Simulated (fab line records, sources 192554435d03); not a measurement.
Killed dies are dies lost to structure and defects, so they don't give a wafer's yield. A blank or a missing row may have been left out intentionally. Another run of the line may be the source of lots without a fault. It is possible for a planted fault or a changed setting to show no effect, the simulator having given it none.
A struck lot beside a sound one -- flow n5Finfet -- 14 out of 1938 route steps
Sound: these wafers, L130.1, L130.5, L130.6. Wafers struck: L140.1, L140.3, L140.6. At the end, the cause is stated.
Order at every step that has rows: each side's tool, ch and its chambers, its first start. Under that, the readings that differ: sound wafers -- struck wafers -- difference of the means -- sigmas: that difference in standard deviations of wafers without a fault.
alike: same words and numbers on both sides, and readings whose means sit less than 2 such deviations apart. not compared: any withheld reading, any reading some wafer has no value for, any bound like >300 that may hide the same value, and any number with overlapping values for which the record gives no deviation.
The two part at a step that has a row with sigmas, a row that says differs or no value, or rows on one side only. Numbers that don't overlap but have no deviation are shown without sigmas and don't part them. A reading that every wafer of one side lacks parts them only if that side has two wafers or more.

N5_PASSIVATION_ETCH_15: etches SiCN in CF4/N2, target depth 75 nm, time 81.2 s.
  sound on rieDiel-01 ch 1,2; struck on rieDiel-05 ch 1,2
reading,sound,struck,difference,sigmas
mfcArSccm (sccm),100.23 99.76 100.21,100.04 99.16 99.17,-0.61,-2
  alike: chamberPressureMTorr, drypumpMotorCurrentA, oesProductAu, rfFwdPowerW, rfVppV, showerheadPlenumPTorr, throttleValvePct
  not compared: rfHoursCounterH
then, 2 steps without rows for these wafers: N5_PASSIVATION_STRIP_73 (strips in post etch residue remover, time 60 s); N5_PASSIVATION_SRD_17 (time 30 s, dry time 30 s).
N5_PASSIVATION_DEGAS_18: time 60 s.
  struck on pvdSputter-03, day 17 00:16; sound on pvdSputter-03, day 15 01:38
  alike: heaterPowerW
N5_PASSIVATION_PRE_CLEAN_19:
  struck on pvdSputter-03, day 17 00:18; sound on pvdSputter-03, day 15 01:41
  alike: heaterPowerW
N5_PASSIVATION_SPUTTER_20: material TaN, target thk 50 nm.
  struck on pvdSputter-03, day 17 00:20; sound on pvdSputter-03, day 15 01:43
  alike: throttleValvePct
N5_PASSIVATION_AL_DEP_21: deposits Al, target thk 2800 nm, time 170 s.
  struck on pvdSputter-03, day 17 00:26; sound on pvdSputter-03, day 15 01:49
  alike: throttleValvePct
then, 5 steps without rows for these wafers: N5_PASSIVATION_HMDS_23 (time 60 s); N5_PASSIVATION_COAT_24; N5_PASSIVATION_EBR_26; N5_PASSIVATION_SOFTBAKE_25 (time 90 s); N5_PASSIVATION_EXPOSE_27 (exposes mask PAD, defocus 0 nm).
N5_PASSIVATION_PEB_28:
  sound on lithoTrack-02 ch 0, day 15 02:18; struck on lithoTrack-05, day 17 00:47
reading,sound,struck,difference,sigmas
exhaustPa (Pa),45.7 45.5 45.6,- - -,no value on the struck wafers,
  not compared: chillPlateTempC, pebTimeS
then, 1 step without rows for these wafers: N5_PASSIVATION_DEVELOP_29 (develop time 60 s).

== WHERE THEY PART ==
At N5_PASSIVATION_ETCH_15 first; at N5_PASSIVATION_PEB_28 last (within this record only).

WHY: what the simulator had put in
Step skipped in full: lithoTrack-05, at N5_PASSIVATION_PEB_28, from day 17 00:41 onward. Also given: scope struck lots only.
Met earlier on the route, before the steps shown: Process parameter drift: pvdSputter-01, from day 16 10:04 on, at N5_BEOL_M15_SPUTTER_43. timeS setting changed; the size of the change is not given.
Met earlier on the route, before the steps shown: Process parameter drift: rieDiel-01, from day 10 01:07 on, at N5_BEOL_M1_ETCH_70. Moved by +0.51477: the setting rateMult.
